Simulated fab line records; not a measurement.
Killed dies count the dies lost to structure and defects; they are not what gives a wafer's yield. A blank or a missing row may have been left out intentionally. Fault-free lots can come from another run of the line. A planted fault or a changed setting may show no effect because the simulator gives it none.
Matching of chambers ; flow n5-finfet ; rie-diel-06 running N5_DUMMY_REMOVAL_HM_STRIP_01: 4 sister chambers
The step strips SiNx in CH3F/O2, stops on poly-Si, target depth 4 nm, time 6.8 s. 16 wafers are shown with their chamber, then 8 later ones without.

EACH WAFER AND ITS CHAMBER
wafer;chamber;drypump-motor-current-A (A);showerhead-plenum-p-Torr (Torr);throttle-valve-pct (%)
L074.1;0;6.5;2.10;16.23
L074.3;3;5.8;1.90;16.18
L074.5;1;6.3;1.98;16.72
L075.2;1;6.3;1.98;16.73
L075.4;2;5.5;2.03;16.20
L075.5;1;6.3;1.98;16.73
L077.1;0;6.5;2.10;16.24
L077.4;2;5.5;2.03;16.22
L077.6;0;6.5;2.10;16.25
L080.3;2;5.5;2.03;16.21
L080.4;1;6.2;1.97;16.75
L080.5;0;6.5;2.09;16.24
L091.1;3;5.8;1.89;16.24
L091.2;1;6.3;1.97;16.29
L091.3;2;5.5;2.02;16.25
L092.1;0;6.5;2.09;16.30

SIGNATURES (means of the wafers above)
reading;chamber 0;chamber 1;chamber 2;chamber 3;scatter within a chamber
drypump-motor-current-A;6.500;6.280;5.500;5.800;0.0258
showerhead-plenum-p-Torr;2.0960;1.9760;2.0275;1.8950;0.00552
throttle-valve-pct;16.2520;16.6440;16.2200;16.2100;0.117
Rule: a wafer's distance from a chamber is the root of the sum, over the readings, of the square of ((its reading less the chamber's mean) divided by the reading's scatter). The wafer belongs to the nearest chamber; if the next one is less than 2 further off, it can't be placed. The scatter is the square root of a quotient: the sum, over the shown wafers, of each reading's squared deviation from its chamber's mean, divided by wafers minus chambers.

WAFERS WITH NO CHAMBER GIVEN
wafer;drypump-motor-current-A (A);showerhead-plenum-p-Torr (Torr);throttle-valve-pct (%)
L092.2;5.8;1.89;16.24
L092.5;5.5;2.02;16.26
L094.1;6.5;2.08;16.31
L094.5;6.3;1.97;16.31
L094.6;6.5;2.09;16.30
L096.3;5.8;1.89;16.26
L096.4;6.5;2.08;16.31
L096.6;5.5;2.02;16.27

CHAMBER TAKEN BY EACH
wafer;from the rows above;in truth
L092.2;3;3
L092.5;2;2
L094.1;0;0
L094.5;1;1
L094.6;0;0
L096.3;3;3
L096.4;0;0
L096.6;2;2
Correctly placed: 8 of 8. Number that these rows cannot place: 0. Wrongly placed: 0.
